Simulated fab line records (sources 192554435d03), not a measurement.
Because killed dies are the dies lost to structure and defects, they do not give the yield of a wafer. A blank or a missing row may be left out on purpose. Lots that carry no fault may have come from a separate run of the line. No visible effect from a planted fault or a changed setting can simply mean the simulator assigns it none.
fab line records ; flow n5_finfet
[record] lots = 7; wafers = 21
route steps=1938 shown BEOL_M10@1496 BEOL_M11@1541 BEOL_M12@1639
start_h: hours from the record's opening day to when the first of the lot's shown wafers began ; wait_h: hours from the lot's prior step to this one ; " repeats the value in the row above ; L1.1+2: a single row standing in for several wafers ; - value missing, or start not given ; * or withheld: withheld ; < > ~ a bound
route shown NAME@n: names a module that has steps shown in the file, with the first one's number in the route ; usual: mean and standard deviation over wafers with no fault ; same: alike in all rows ; chamber/n: place in a boat ; sites: readings site by site ; _std_site: their standard deviation ; _edge_site: outer sites' mean less inner sites' ; radius_mm: how far each site lies from the wafer's centre ; mask NAME#n: copy n ; behind: tool/chamber where the wafer was last shaped ; hold: the reason the lot was held/the length of the hold in hours/how it ended ; device: names the non-switching transistor (n, p or np) ; end of line: the tests these same wafers got at the end of their route ; step lacking rows: just its recipe ; killed: dies lost to structure and defects at the first sort, not the wafer's yield ; map: a wafer's dies, x killed, . not, _ none there
set.NAME: setting as actually run; set.NAME@STEP: the setting as run at that earlier step ; model.NAME: the simulator's own value behind a step, which no gauge read
lots run with intentionally changed settings; tables by step, rows by wafer
[[steps]]
[step N5_BEOL_M10_COAT_22]
[recipe] resist = CAR-ArF; spin_rpm = 1500; resist_thk_nm = 90
lot.wafer;tool;chamber;start_h;wait_h;set.spin_rpm;model.CAR-ArF_of_BEOL_M10_COAT_22.thk_nm
L076.3;litho_track-04;0;-;-;1500;89.8
L076.5+6;litho_track-04;0;-;-;1500;89.6
L080.2;litho_track-02;0;-;-;1500;90
L080.5+6;litho_track-02;0;-;-;1500;90.2
L082.3+6;litho_track-04;0;-;-;1588;87.2
L082.5;litho_track-04;0;-;-;1588;87.4
L084.1;litho_track-04;0;-;-;1640;86.2
L084.2;litho_track-04;0;-;-;1500;90.2
L084.6;litho_track-04;0;-;-;1500;90
L094.1+4;litho_track-03;0;-;-;1500;89.8
L094.5;litho_track-03;0;-;-;1500;89.6
L089.1;litho_track-03;0;-;-;1366;94.2
L089.4;litho_track-03;0;-;-;1366;94.4
L089.6;litho_track-03;0;-;-;1500;89.6
L091.3;litho_track-03;0;-;-;1500;90.2
L091.4;litho_track-03;0;-;-;1500;90
L091.5;litho_track-03;0;-;-;1604;87
[step N5_BEOL_M10_EBR_24]
[recipe] solvent = PGMEA; ebr_width_mm = 1.5
[step N5_BEOL_M10_SOFTBAKE_23]
[recipe] temp_c = 110; time_s = 60; resist = CAR-ArF
[step N5_BEOL_M10_EXPOSE_25]
[recipe] mask_id = V9; na = 1.35; source_shape = annular; sigma_inner = 0.5; sigma_outer = 0.8; polarization = unpolarized; dose_mj = 85.5
[step N5_BEOL_M10_PEB_26]
[recipe] peb_temp_c = withheld; peb_time_s = 60; resist = CAR-ArF
[step N5_BEOL_M10_DEVELOP_27]
[recipe] develop_time_s = 30; developer = TMAH; resist = CAR-ArF; rinse_liquid = diw; dry = air_spin; dev_temp_c = 23
lot.wafer;tool;chamber;start_h;wait_h;set.spin_rpm@BEOL_M10_COAT_22;model.CAR-ArF_of_BEOL_M10_COAT_22.thk_nm
L076.3;litho_track-02;0;-;-;1500;88.2
L076.5+6;litho_track-02;0;-;-;1500;88
L080.2+5;litho_track-03;0;-;-;1500;88.4
L080.6;litho_track-03;0;-;-;1500;88.6
L082.3+5+6;litho_track-02;0;-;-;1588;85.6
L084.1;litho_track-04;0;-;-;1640;84.4
L084.2;litho_track-04;0;-;-;1500;88.4
L084.6;litho_track-04;0;-;-;1500;88.2
L094.1+4+5;litho_track-03;0;-;-;1500;88
L089.1;litho_track-04;0;-;-;1366;92.4
L089.4;litho_track-04;0;-;-;1366;92.8
L089.6;litho_track-04;0;-;-;1500;88
L091.3+4;litho_track-02;0;-;-;1500;88.4
L091.5;litho_track-02;0;-;-;1604;85.4
[step N5_BEOL_M10_DESCUM_33]
[recipe] chemistry = O2; time_s = 7.9; source_power_w = 50; bias_power_w = 20; pressure_mtorr = 20; rf_frequency_hz = 2.712e+07; temp_c = 40; resist = CAR-ArF; o2_flow_sccm = 225
[step N5_BEOL_M10_ETCH_65]
[recipe] chemistry = CF4; target = SiARC; target_depth_a = 390; mask_material = CAR-ArF; time_s = 65; ion_energy_ev = 80; pressure_mtorr = 40; source_w = 545; bias_w = 36; Ar_flow_sccm = 100; cf4_flow_sccm = 100; ends = cleared
lot.wafer;tool;chamber;start_h;wait_h;set.spin_rpm@BEOL_M10_COAT_64;set.spin_rpm@BEOL_M10_COAT_22;model.CAR-ArF_of_BEOL_M10_COAT_22.thk_nm;model.etch.depth_nm
L076.3;rie_diel-03;2;217.51;0.0;1348;1500;54;31.63
L076.5;rie_diel-03;1;217.51;0.0;1500;1500;55.2;29.95
L076.6;rie_diel-03;2;217.51;0.0;1500;1500;55.2;30.01
L080.2;rie_diel-04;2;234.66;0.0;1500;1500;55.6;30.1
L080.5;rie_diel-04;1;234.66;0.0;1500;1500;55.6;30.04
L080.6;rie_diel-04;0;234.66;0.0;1500;1500;55.6;30.12
L082.3;rie_diel-03;2;236.98;0.0;1500;1588;53;29.87
L082.5;rie_diel-03;3;236.98;0.0;1405;1588;52;30.97
L082.6;rie_diel-03;1;236.98;0.0;1405;1588;52;30.86
L084.1;rie_diel-02;2;249.64;0.0;1363;1640;50.2;31.41
L084.2;rie_diel-02;0;249.64;0.0;1500;1500;55.8;29.91
L084.6;rie_diel-02;2;249.64;0.0;1500;1500;55.6;29.86
L094.1;rie_diel-04;3;344.74;0.0;1500;1500;55.2;29.96
L094.4;rie_diel-04;1;344.74;0.0;1500;1500;55.2;30.03
L094.5;rie_diel-04;3;344.74;0.0;1500;1500;55;30.08
L089.1;rie_diel-02;0;356.44;0.0;1500;1366;59.8;29.93
L089.4;rie_diel-02;2;356.44;0.0;1500;1366;60;29.97
L089.6;rie_diel-02;3;356.44;0.0;1638;1500;56.4;28.66
L091.3;rie_diel-04;0;365.16;0.0;1454;1500;55.2;30.53
L091.4;rie_diel-04;1;365.16;0.0;1500;1500;55.6;30
L091.5;rie_diel-04;3;365.16;0.0;1454;1604;52;30.54
[step N5_BEOL_M10_ETCH_66]
[recipe] chemistry = N2/H2; target = SOC; target_depth_a = 1200; overetch_a = 240; mask_material = SiARC; temp_c = 40; time_s = 180; ion_energy_ev = 200; pressure_mtorr = 30; source_w = 840; bias_w = 150; n2_flow_sccm = 200; h2_flow_sccm = 200
lot.wafer;tool;chamber;start_h;wait_h;set.spin_rpm@BEOL_M10_COAT_64;model.SiARC_of_BEOL_M10_COAT_64.thk_nm
L076.3;rie_diel-03;2;217.56;0.0;1348;24.6
L076.5;rie_diel-03;1;217.56;0.0;1500;23
L076.6;rie_diel-03;2;217.56;0.0;1500;22.8
L080.2+5+6;rie_diel-04;2,1,0;234.71;0.0;1500;22.6
L082.3;rie_diel-03;2;237.03;0.0;1500;22.8
L082.5;rie_diel-03;3;237.03;0.0;1405;23.4
L082.6;rie_diel-03;1;237.03;0.0;1405;23.8
L084.1;rie_diel-02;2;249.69;0.0;1363;23.6
L084.2;rie_diel-02;0;249.69;0.0;1500;22.6
L084.6;rie_diel-02;2;249.69;0.0;1500;22
L094.1;rie_diel-04;3;344.79;0.0;1500;22.4
L094.4+5;rie_diel-04;1,3;344.79;0.0;1500;22.6
L089.1;rie_diel-02;0;356.49;0.0;1500;22.6
L089.4;rie_diel-02;2;356.49;0.0;1500;22
L089.6;rie_diel-02;3;356.49;0.0;1638;21.4
L091.3+5;rie_diel-04;0,3;365.21;0.0;1454;23
L091.4;rie_diel-04;1;365.21;0.0;1500;22.6
[step N5_BEOL_M11_COAT_59]
[recipe] resist = SOC; temp_c = 250; time_s = 60; spin_rpm = 1500; resist_thk_nm = 100
lot.wafer;tool;chamber;start_h;wait_h;set.spin_rpm;model.SOC_of_BEOL_M11_COAT_59.thk_nm
L076.3;litho_track-05;0;220.96;0.1;1374;104.8
L076.5;litho_track-05;0;220.96;0.1;1374;105.2
L076.6;litho_track-05;0;220.96;0.1;1500;100.4
L080.2;litho_track-02;0;238.07;0.1;1500;100
L080.5;litho_track-02;0;238.07;0.1;1374;105.2
L080.6;litho_track-02;0;238.07;0.1;1500;100.4
L082.3;litho_track-05;0;240.51;0.1;1339;106
L082.5;litho_track-05;0;240.51;0.1;1339;105.8
L082.6;litho_track-05;0;240.51;0.1;1500;99.8
L084.1;litho_track-02;0;253.54;0.1;1393;104
L084.2;litho_track-02;0;253.54;0.1;1500;100.2
L084.6;litho_track-02;0;253.54;0.1;1393;104.2
L094.1;litho_track-01;0;352.25;0.1;1500;99.8
L094.4+5;litho_track-01;0;352.25;0.1;1500;100
L089.1;litho_track-05;0;365.77;0.1;1500;100
L089.4;litho_track-05;0;365.77;0.1;1500;100.2
L089.6;litho_track-05;0;365.77;0.1;1437;102
L091.3;litho_track-02;0;369.95;0.1;1500;100.4
L091.4+5;litho_track-02;0;369.95;0.1;1500;100.2
[step N5_BEOL_M11_EXPOSE_08]
[recipe] mask_id = M11; na = 1.35; source_shape = dipole; sigma_inner = 0.411; sigma_outer = 0.611; polarization = te; dose_mj = 53.75
lot.wafer;tool;chamber;start_h;wait_h;mask;set.dose_mj
L076.3+5+6;arfi_scanner-02;0;221.09;-;M11#0;53.75
L080.2;arfi_scanner-02;0;238.32;-;M11#0;53.75
L080.5+6;arfi_scanner-02;0;238.32;-;M11#0;57.63
L082.3;arfi_scanner-01;0;240.76;-;M11#0;53.75
L082.5+6;arfi_scanner-01;0;240.76;-;M11#0;51.95
L084.1+2+6;arfi_scanner-02;0;253.66;-;M11#0;53.75
L094.1+4+5;arfi_scanner-02;0;352.37;-;M11#0;53.75
L089.1+4+6;arfi_scanner-01;0;365.89;-;M11#0;53.75
L091.3+4+5;arfi_scanner-01;0;370.21;-;M11#0;51.26
[step N5_BEOL_M11_PEB_09]
[recipe] peb_temp_c = withheld; peb_time_s = 60; resist = CAR-ArF
[step N5_BEOL_M11_DEVELOP_10]
[recipe] develop_time_s = 30; developer = TMAH; resist = CAR-ArF; rinse_liquid = diw; dry = air_spin; dev_temp_c = 23
[step N5_BEOL_M11_DESCUM_16]
[recipe] chemistry = O2; time_s = 7.9; source_power_w = 50; bias_power_w = 20; pressure_mtorr = 20; rf_frequency_hz = 2.712e+07; temp_c = 40; resist = CAR-ArF; o2_flow_sccm = 225
[step N5_BEOL_M11_ETCH_61]
[recipe] chemistry = CF4; target = SiARC; target_depth_a = 390; mask_material = CAR-ArF; time_s = 65; ion_energy_ev = 80; pressure_mtorr = 40; source_w = 545; bias_w = 36; Ar_flow_sccm = 100; cf4_flow_sccm = 100; ends = cleared
lot.wafer;tool;chamber;start_h;wait_h;set.dose_mj@BEOL_M11_EXPOSE_08;model.BEOL_M11.cd_offset_nm
L076.3;rie_diel-05;1;221.33;0.0;53.75;0
L076.5;rie_diel-05;3;221.33;0.0;53.75;0.6
L076.6;rie_diel-05;0;221.33;0.0;53.75;0.2
L080.2;rie_diel-06;2;238.58;0.0;53.75;0.6
L080.5;rie_diel-06;0;238.58;0.0;57.63;4.2
L080.6;rie_diel-06;1;238.58;0.0;57.63;4.8
L082.3;rie_diel-01;3;241.36;0.0;53.75;-0.8
L082.5;rie_diel-01;3;241.36;0.0;51.95;-2
L082.6;rie_diel-01;0;241.36;0.0;51.95;-2.2
L084.1+6;rie_diel-01;3,2;254.53;0.0;53.75;-0.6
L084.2;rie_diel-01;2;254.53;0.0;53.75;0
L094.1;rie_diel-05;0;352.62;0.0;53.75;-0.8
L094.4+5;rie_diel-05;3;352.62;0.0;53.75;0
L089.1;rie_diel-05;3;366.13;0.0;53.75;-0.2
L089.4;rie_diel-05;3;366.13;0.0;53.75;-1.2
L089.6;rie_diel-05;2;366.13;0.0;53.75;-0.4
L091.3;rie_diel-06;2;370.45;0.0;51.26;-2.4
L091.4;rie_diel-06;1;370.45;0.0;51.26;-3
L091.5;rie_diel-06;2;370.45;0.0;51.26;-2
[step N5_BEOL_M11_ETCH_62]
[recipe] chemistry = N2/H2; target = SOC; target_depth_a = 1100; overetch_a = 220; mask_material = SiARC; temp_c = 40; time_s = 165; ion_energy_ev = 200; pressure_mtorr = 30; source_w = 840; bias_w = 150; n2_flow_sccm = 200; h2_flow_sccm = 200
lot.wafer;tool;chamber;start_h;wait_h;set.spin_rpm@BEOL_M11_COAT_59;set.dose_mj@BEOL_M11_EXPOSE_08;model.etch.depth_nm;model.BEOL_M11.cd_offset_nm
L076.3;rie_diel-05;1;221.38;0.0;1374;53.75;104.8;0.2
L076.5;rie_diel-05;3;221.38;0.0;1374;53.75;105.2;1
L076.6;rie_diel-05;0;221.38;0.0;1500;53.75;100.4;0.8
L080.2;rie_diel-06;2;238.63;0.0;1500;53.75;99.95;0.6
L080.5;rie_diel-06;0;238.63;0.0;1374;57.63;105.2;4.2
L080.6;rie_diel-06;1;238.63;0.0;1500;57.63;100.5;4.4
L082.3;rie_diel-01;3;241.41;0.0;1339;53.75;106;-0.8
L082.5;rie_diel-01;3;241.41;0.0;1339;51.95;105.9;-2.2
L082.6;rie_diel-01;0;241.41;0.0;1500;51.95;99.7;-2
L084.1;rie_diel-01;3;254.58;0.0;1393;53.75;104;-0.4
L084.2;rie_diel-01;2;254.58;0.0;1500;53.75;100.2;-0.4
L084.6;rie_diel-01;2;254.58;0.0;1393;53.75;104.1;-0.8
L094.1;rie_diel-05;0;352.67;0.0;1500;53.75;99.75;-0.4
L094.4;rie_diel-05;3;352.67;0.0;1500;53.75;99.92;0.4
L094.5;rie_diel-05;3;352.67;0.0;1500;53.75;100.1;0.2
L089.1;rie_diel-05;3;366.18;0.0;1500;53.75;99.99;0
L089.4;rie_diel-05;3;366.18;0.0;1500;53.75;100.2;-1
L089.6;rie_diel-05;2;366.18;0.0;1437;53.75;102.1;-0.4
L091.3;rie_diel-06;2;370.50;0.0;1500;51.26;100.5;-2.4
L091.4;rie_diel-06;1;370.50;0.0;1500;51.26;100.2;-3.2
L091.5;rie_diel-06;2;370.50;0.0;1500;51.26;100.2;-1.8
[step N5_BEOL_M11_STRIP_68]
[recipe] chemistry = N2/H2; temp_c = 40; n2_flow_sccm = 200; h2_flow_sccm = 200; rf_frequency_hz = 6e+07
[step N5_BEOL_M11_STRIP_67]
[recipe] chemistry = CF4; resist = SiARC; power_w = 300; bias_power_w = 75; pressure_mtorr = 50; cf4_flow_sccm = 150; rf_frequency_hz = 6e+07
[step N5_BEOL_M11_HM_OPEN_17]
[recipe] chemistry = Cl2/BCl3; target_depth_a = 200; overetch_a = 60; target = TiN; mask_material = SOC; ion_energy_ev = 150; pressure_mtorr = 10; icp_w = 1000; bias_w = 126; Cl2_flow_sccm = 53.25; bcl3_flow_sccm = 21.75; Ar_flow_sccm = 25
[step N5_BEOL_M11_STRIP_19]
[recipe] chemistry = O2; power_w = 400; temp_c = 40; pressure_mtorr = 30; rf_frequency_hz = 6e+07; bias_power_w = 0; overash_fraction = 0.2; o2_flow_sccm = 225
[step N5_BEOL_M11_CD_MEAS_18]
[recipe] pitch_nm = 140; target_cd_nm = 70
[usual] cd_nm = 69.9/0.55
lot.wafer;tool;chamber;start_h;wait_h;set.dose_mj@BEOL_M11_EXPOSE_08;cd_nm
L076.3;cd_sem-03;-;221.75;0.1;53.75;70.4
L076.5;cd_sem-03;-;221.75;0.1;53.75;71.1
L076.6;cd_sem-03;-;221.75;0.1;53.75;71.0
L080.2;cd_sem-03;-;239.20;0.1;53.75;70.6
L080.5;cd_sem-03;-;239.20;0.1;57.63;74.4
L080.6;cd_sem-03;-;239.20;0.1;57.63;74.8
L082.3;cd_sem-03;-;241.96;0.1;53.75;69.1
L082.5;cd_sem-03;-;241.96;0.1;51.95;68.1
L082.6;cd_sem-03;-;241.96;0.1;51.95;68.4
L084.1;cd_sem-03;-;255.04;0.0;53.75;69.6
L084.2;cd_sem-03;-;255.04;0.0;53.75;69.5
L084.6;cd_sem-03;-;255.04;0.0;53.75;69.5
L094.1;cd_sem-01;-;353.09;0.0;53.75;69.2
L094.4;cd_sem-01;-;353.09;0.0;53.75;70.3
L094.5;cd_sem-01;-;353.09;0.0;53.75;70.1
L089.1;cd_sem-02;-;366.55;0.0;53.75;69.7
L089.4;cd_sem-02;-;366.55;0.0;53.75;68.9
L089.6;cd_sem-02;-;366.55;0.0;53.75;69.6
L091.3;cd_sem-02;-;370.87;0.1;51.26;67.3
L091.4;cd_sem-02;-;370.87;0.1;51.26;66.7
L091.5;cd_sem-02;-;370.87;0.1;51.26;68.0
[step N5_BEOL_M11_COAT_63]
[recipe] resist = SOC; temp_c = 250; time_s = 60; spin_rpm = 1500; resist_thk_nm = 100
[step N5_BEOL_M11_COAT_64]
[recipe] resist = SiARC; temp_c = 220; time_s = 60; spin_rpm = 1500; resist_thk_nm = 30
[step N5_BEOL_M11_PRECLEAN_42]
[recipe] chemistry = residue_remover; time_s = 60; temp_c = 40
[step N5_BEOL_M11_SRD_43]
[recipe] time_s = 30; temp_c = 23; rinse_liquid = diw; dry = ipa_marangoni
[step N5_BEOL_M11_CD_MEAS_35]
[recipe] target_cd_nm = 70; polarity = opening
[usual] cd_nm = 69.8/0.56
lot.wafer;tool;chamber;start_h;wait_h;set.dose_mj@BEOL_M11_EXPOSE_08;cd_nm
L076.3;cd_sem-02;-;222.89;0.0;53.75;70.1
L076.5;cd_sem-02;-;222.89;0.0;53.75;70.6
L076.6;cd_sem-02;-;222.89;0.0;53.75;71.4
L080.2;cd_sem-02;-;240.40;0.0;53.75;71.0
L080.5;cd_sem-02;-;240.40;0.0;57.63;74.2
L080.6;cd_sem-02;-;240.40;0.0;57.63;74.6
L082.3;cd_sem-02;-;243.10;0.0;53.75;69.1
L082.5;cd_sem-02;-;243.10;0.0;51.95;67.5
L082.6;cd_sem-02;-;243.10;0.0;51.95;68.4
L084.1;cd_sem-02;-;257.44;0.0;53.75;69.7
L084.2;cd_sem-02;-;257.44;0.0;53.75;69.6
L084.6;cd_sem-02;-;257.44;0.0;53.75;69.0
L094.1;cd_sem-02;-;354.24;0.0;53.75;69.5
L094.4;cd_sem-02;-;354.24;0.0;53.75;70.0
L094.5;cd_sem-02;-;354.24;0.0;53.75;70.1
L089.1;cd_sem-03;-;369.99;0.0;53.75;69.6
L089.4;cd_sem-03;-;369.99;0.0;53.75;69.2
L089.6;cd_sem-03;-;369.99;0.0;53.75;70.0
L091.3;cd_sem-01;-;372.27;0.0;51.26;67.4
L091.4;cd_sem-01;-;372.27;0.0;51.26;66.9
L091.5;cd_sem-01;-;372.27;0.0;51.26;68.0
[step N5_BEOL_M12_TRENCH_ETCH_34]
[recipe] chemistry = C4F8/O2/Ar; target = SiOC; target_depth_a = 3189.5; mask_material = SOC; pressure_mtorr = 30; source_w = 3000; bias_w = 700; Ar_flow_sccm = 400; C4F8_flow_sccm = 15; O2_flow_sccm = 8; he_inner_torr = 15; he_outer_torr = 30; time_s = 125.5; ion_energy_ev = 250
lot.wafer;tool;chamber;start_h;wait_h;set.time_s;model.etch.depth_nm
L076.3;rie_diel-03;3;226.64;0.0;125.5;315.4
L076.5;rie_diel-03;3;226.64;0.0;147.4;374.7
L076.6;rie_diel-03;1;226.64;0.0;125.5;317.2
L080.2;rie_diel-02;0;244.61;0.0;125.5;321.1
L080.5;rie_diel-02;3;244.61;0.0;125.5;319.1
L080.6;rie_diel-02;0;244.61;0.0;125.5;321
L082.3;rie_diel-04;2;248.75;0.0;104.1;265.6
L082.5;rie_diel-04;0;248.75;0.0;104.1;267.8
L082.6;rie_diel-04;1;248.75;0.0;125.5;323.6
L084.1;rie_diel-03;2;262.99;0.0;125.5;310.5
L084.2;rie_diel-03;3;262.99;0.0;125.5;318.3
L084.6;rie_diel-03;1;262.99;0.0;125.5;317.9
L094.1;rie_diel-03;1;359.68;0.0;125.5;313.3
L094.4;rie_diel-03;3;359.68;0.0;125.5;316.3
L094.5;rie_diel-03;1;359.68;0.0;125.5;313.7
L089.1;rie_diel-04;0;375.34;0.0;125.5;321.1
L089.4;rie_diel-04;2;375.34;0.0;115.6;294.3
L089.6;rie_diel-04;1;375.34;0.0;115.6;297.3
L091.3;rie_diel-04;2;378.00;0.0;133;333.3
L091.4;rie_diel-04;3;378.00;0.0;125.5;318.4
L091.5;rie_diel-04;0;378.00;0.0;133;342.8
[step N5_BEOL_M12_STRIP_70]
[recipe] chemistry = C4F8/O2/Ar; resist = SiARC; rf_frequency_hz = 6e+07
[step N5_BEOL_M12_OCD_MEAS_35]
[usual] trench_depth_nm = 319/4.1
lot.wafer;tool;chamber;start_h;wait_h;set.time_s@BEOL_M12_TRENCH_ETCH_34;trench_depth_nm
L076.3;ocd-02;-;226.80;0.0;125.5;316
L076.5;ocd-02;-;226.80;0.0;147.4;375
L076.6;ocd-02;-;226.80;0.0;125.5;317
L080.2;ocd-01;-;244.77;0.0;125.5;321
L080.5;ocd-01;-;244.77;0.0;125.5;319
L080.6;ocd-01;-;244.77;0.0;125.5;321
L082.3;ocd-02;-;248.91;0.0;104.1;265
L082.5;ocd-02;-;248.91;0.0;104.1;268
L082.6;ocd-02;-;248.91;0.0;125.5;323
L084.1;ocd-01;-;263.14;0.0;125.5;310
L084.2;ocd-01;-;263.14;0.0;125.5;318
L084.6;ocd-01;-;263.14;0.0;125.5;318
L094.1;ocd-01;-;359.83;0.0;125.5;313
L094.4;ocd-01;-;359.83;0.0;125.5;316
L094.5;ocd-01;-;359.83;0.0;125.5;314
L089.1;ocd-01;-;375.50;0.0;125.5;321
L089.4;ocd-01;-;375.50;0.0;115.6;294
L089.6;ocd-01;-;375.50;0.0;115.6;297
L091.3;ocd-02;-;378.15;0.0;133;334
L091.4;ocd-02;-;378.15;0.0;125.5;318
L091.5;ocd-02;-;378.15;0.0;133;343
[[key]]
[split] step = N5_BEOL_M10_COAT_22; setting = spin_rpm; stated = 1500; by = wafer
[response] step = N5_BEOL_M10_COAT_22; reading = model.CAR-ArF_of_BEOL_M10_COAT_22.thk_nm; change = -0.465; per = 1%; r = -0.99
[response] step = N5_BEOL_M10_DEVELOP_27; reading = model.CAR-ArF_of_BEOL_M10_COAT_22.thk_nm; change = -0.457; per = 1%; r = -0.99
[response] step = N5_BEOL_M10_ETCH_65; reading = model.CAR-ArF_of_BEOL_M10_COAT_22.thk_nm; change = -0.494; per = 1%; r = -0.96
[split] step = N5_BEOL_M11_COAT_59; setting = spin_rpm; stated = 1500; by = wafer
[response] step = N5_BEOL_M11_COAT_59; reading = model.SOC_of_BEOL_M11_COAT_59.thk_nm; change = -0.56; per = 1%; r = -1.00
[response] step = N5_BEOL_M11_ETCH_62; reading = model.etch.depth_nm; change = -0.563; per = 1%; r = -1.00
[split] step = N5_BEOL_M11_EXPOSE_08; setting = dose_mj; stated = 53.75; by = wafer
[response] step = N5_BEOL_M11_ETCH_61; reading = model.BEOL_M11.cd_offset_nm; change = +0.513; per = 1%; r = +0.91
[response] step = N5_BEOL_M11_ETCH_62; reading = model.BEOL_M11.cd_offset_nm; change = +0.491; per = 1%; r = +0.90
[response] step = N5_BEOL_M11_CD_MEAS_18; reading = cd_nm; change = +0.502; per = 1%; r = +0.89
[response] step = N5_BEOL_M11_CD_MEAS_35; reading = cd_nm; change = +0.446; per = 1%; r = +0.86
[split] step = N5_BEOL_M12_TRENCH_ETCH_34; setting = time_s; stated = 125.5; by = wafer
[response] step = N5_BEOL_M12_TRENCH_ETCH_34; reading = model.etch.depth_nm; change = +3.33; per = 1%; r = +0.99
[response] step = N5_BEOL_M12_OCD_MEAS_35; reading = trench_depth_nm; change = +3.34; per = 1%; r = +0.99
split outside_this_file step=N5_BEOL_M10_COAT_64 setting=spin_rpm
// split outside_this_file: this setting was split too, and the file shows its column; the key of that split is in another file
